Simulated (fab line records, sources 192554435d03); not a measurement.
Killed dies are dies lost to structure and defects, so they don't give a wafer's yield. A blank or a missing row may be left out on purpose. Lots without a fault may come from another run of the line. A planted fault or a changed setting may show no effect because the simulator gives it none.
Split-lot experiment | flow n5_finfet | 7 lots, 21 wafers read, on a route of 1938 steps

THE SPLIT
At N5_BEOL_M13_TRENCH_ETCH_34 (etches SiOC in C4F8/O2/Ar, target depth 413.47 nm, time 162.6 s), the setting time_s was moved away from the recipe's 162.6 s on 6 of the 21 wafers read, by -13.7% to +17.9%. The other wafers ran this setting at the recipe's value.

FROM THE SPLIT TO THE READING: what the file shows between them, 11 steps
- N5_BEOL_M13_STRIP_70: strips in C4F8/O2/Ar
- N5_BEOL_M13_OCD_MEAS_35
- N5_BEOL_M13_SPUTTER_43: material TaN, target thk 15 nm, time 24.19 s (also split here: power_w)
- N5_BEOL_M13_SPUTTER_44: material Ta, target thk 10 nm, time 16.13 s
- N5_BEOL_M13_SPUTTER_45: material Cu, target thk 80 nm, time 13.33 s
- N5_BEOL_M13_ECD_47: material Cu, target thk 936 nm
- N5_BEOL_M13_ANNEAL_48: time 90 s
- N5_BEOL_M13_CMP_49: polishes, stops on SiOC, t overpolish 17.1 s, target thk 420 nm
- N5_BEOL_M13_THK_MEAS_50: measures by xrf
- N5_BEOL_M13_PRE_CLEAN_52: time 15 s
- N5_BEOL_M13_DEP_53: deposits SiCN from 3MS/NH3, target thk 50 nm, time 17.8 s

THE READING
M13_RS, in ohm/sq, at N5_BEOL_M13_RS_MEAS_54 (measures by four-point-probe). Fault-free wafers of this fab line usually give 0.0450 ohm/sq, standard deviation 0.00073 ohm/sq.

wafer  | tool, chamber at the split | time_s as run, s | against the recipe | M13_RS, ohm/sq | against lot-mates on the recipe
L076.1 | rie_diel-06, 1             | 162.6            | recipe             | 0.0454         | -
L076.5 | rie_diel-06, 2             | 162.6            | recipe             | 0.0445         | -
L076.6 | rie_diel-06, 1             | 140.3            | -13.7%             | 0.0525         | +0.0075
L080.2 | rie_diel-06, 3             | 162.6            | recipe             | 0.0455         | -
L080.4 | rie_diel-06, 2             | 162.6            | recipe             | 0.0445         | -
L080.5 | rie_diel-06, 1             | 145.1            | -10.8%             | 0.0505         | +0.0055
L081.2 | rie_diel-04, 3             | 162.6            | recipe             | 0.0447         | -
L081.3 | rie_diel-04, 1             | 162.6            | recipe             | 0.0448         | -
L081.4 | rie_diel-04, 2             | 162.6            | recipe             | 0.0437         | -
L084.3 | rie_diel-03, 2             | 191.7            | +17.9%             | 0.0374         | -0.0075
L084.5 | rie_diel-03, 0             | 191.7            | +17.9%             | 0.0380         | -0.0069
L084.6 | rie_diel-03, 1             | 162.6            | recipe             | 0.0449         | -
L091.1 | rie_diel-06, 0             | 162.6            | recipe             | 0.0438         | -
L091.4 | rie_diel-06, 2             | 162.6            | recipe             | 0.0449         | -
L091.5 | rie_diel-06, 1             | 162.6            | recipe             | 0.0452         | -
L094.1 | rie_diel-04, 2             | 140.7            | -13.5%             | 0.0512         | +0.0052
L094.2 | rie_diel-04, 1             | 140.7            | -13.5%             | 0.0534         | +0.0074
L094.5 | rie_diel-04, 1             | 162.6            | recipe             | 0.0460         | -
L093.3 | rie_diel-06, 3             | 162.6            | recipe             | 0.0457         | -
L093.5 | rie_diel-06, 3             | 162.6            | recipe             | 0.0452         | -
L093.6 | rie_diel-06, 2             | 162.6            | recipe             | 0.0447         | -

THE FIT
A straight line over all 21 wafers: M13_RS changes by -0.000472 ohm/sq for each +1% of time_s; r = -0.98; the points scatter about the line by 0.00084 ohm/sq.
The same after taking each lot's own level away (the mean of its wafers on the recipe; 21 wafers): -0.000449 ohm/sq for each +1%; r = -0.98; scatter 0.00068 ohm/sq.
On that fit, the largest move of time_s shifts the reading by 0.008 ohm/sq.
The lots' own levels span 0.04440 to 0.04600 ohm/sq, that is 2.2 times the standard deviation above.
So the lot-to-lot level changes the slope little: the two slopes agree.
Check: with one of the wafers moved furthest among these (+17.9%) left out of the fit, the line predicts -0.00799 ohm/sq for it against its lot-mates. It came out at -0.0075 ohm/sq against them.

OTHER SPLITS ON THESE WAFERS
These wafers also went through other splits before the reading. Each is held against what the fit with the lots' levels taken away leaves over:
other split on the same wafers | wafers away from the commonest value | r with M13_RS (lot level and that fit taken away)
N5_BEOL_M10_EXPOSE_25 dose_mj  | 8                                    | +0.09
N5_BEOL_M11_ETCH_41 time_s     | 5                                    | -0.37
N5_BEOL_M13_COAT_58 spin_rpm   | 7                                    | -0.04
N5_BEOL_M13_SPUTTER_43 power_w | 8                                    | -0.13

THE WHOLE CHAIN: every reading that the file lists as answering this split, in the file's order
step                       | what it does                                                    | reading                                                                       | change (the file's fit)               | r (the file's)
N5_BEOL_M13_TRENCH_ETCH_34 | etches SiOC in C4F8/O2/Ar, target depth 413.47 nm, time 162.6 s | etch.depth_nm (the simulator's own value, which no gauge read)                | +4.07 nm for each +1% of the setting  | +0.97
N5_BEOL_M13_OCD_MEAS_35    |                                                                 | trench_depth_nm                                                               | +4.09 nm for each +1% of the setting  | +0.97
N5_BEOL_M13_CMP_49         | polishes, stops on SiOC, t overpolish 17.1 s, target thk 420 nm | Cu_of_BEOL_M13_ECD_47.thk_nm (the simulator's own value, which no gauge read) | +4.1 nm for each +1% of the setting   | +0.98
N5_BEOL_M13_THK_MEAS_50    | measures by xrf                                                 | M13_THK                                                                       | +4.23 for each +1% of the setting     | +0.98
N5_BEOL_M13_RS_MEAS_54     | measures by four-point-probe                                    | M13_RS                                                                        | -0.000467 for each +1% of the setting | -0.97

THE FILE'S OWN FIT
M13_RS changes by -0.000467 ohm/sq for each +1% of time_s, r = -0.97.
